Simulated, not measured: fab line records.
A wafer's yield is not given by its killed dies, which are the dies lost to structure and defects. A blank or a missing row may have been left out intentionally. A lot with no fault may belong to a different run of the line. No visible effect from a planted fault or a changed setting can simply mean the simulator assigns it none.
Matching of chambers | flow n5 finfet | N5_MIM_TOP_ALD_00 on ald hk-03: 4 sister chambers
The step deposits Al2O3, purge time 3 s, co reactant pulse time 3 s. 8 wafers are shown with their chamber, then 9 later ones without.

## WAFERS PAIRED WITH THEIR CHAMBERS
wafer  | chamber | precursor pulse height rel
L079.4 | 2       | 0.974
L079.6 | 2       | 1.020
L088.2 | 3       | 1.016
L088.4 | 0       | 1.005
L088.6 | 1       | 0.995
L087.1 | 1       | 1.005
L087.4 | 0       | 1.029
L087.5 | 3       | 1.005

## WAFERS MISSING THEIR CHAMBER
wafer  | precursor pulse height rel
L090.3 | 0.991
L090.5 | 0.994
L090.6 | 0.997
L092.3 | 0.989
L092.4 | 0.965
L092.5 | 1.020
L096.1 | 0.980
L096.2 | 1.010
L096.3 | 0.966

## WHICH CHAMBER EACH WENT THROUGH
wafer  | from the rows above               | in truth
L090.3 | can't be placed: 2 or 1 or 3 or 0 | 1
L090.5 | can't be placed: 2 or 1 or 3 or 0 | 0
L090.6 | can't be placed: 2 or 1 or 3 or 0 | 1
L092.3 | can't be placed: 2 or 1 or 3 or 0 | 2
L092.4 | can't be placed: 2 or 1 or 3 or 0 | 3
L092.5 | can't be placed: 0 or 3 or 1 or 2 | 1
L096.1 | can't be placed: 2 or 1 or 3 or 0 | 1
L096.2 | can't be placed: 3 or 0 or 1 or 2 | 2
L096.3 | can't be placed: 2 or 1 or 3 or 0 | 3
Placed correctly: 0 of 9. Cannot be placed on the basis of these rows: 9; the candidates contain the true chamber in 9. Number placed wrongly: 0.
How it was worked out, from the rows above alone: a wafer's distance from a chamber is the root of the sum, over the readings, of the square of ((its reading less the chamber's mean) divided by the reading's scatter). The wafer belongs to the nearest chamber; if the next one is less than 2 further off, it can't be placed. For every chamber, the mean is computed from those of its wafers that are shown. The scatter: take each reading less its chamber's mean, square it, sum over the shown wafers, divide by the number of wafers less the number of chambers, and take the root.
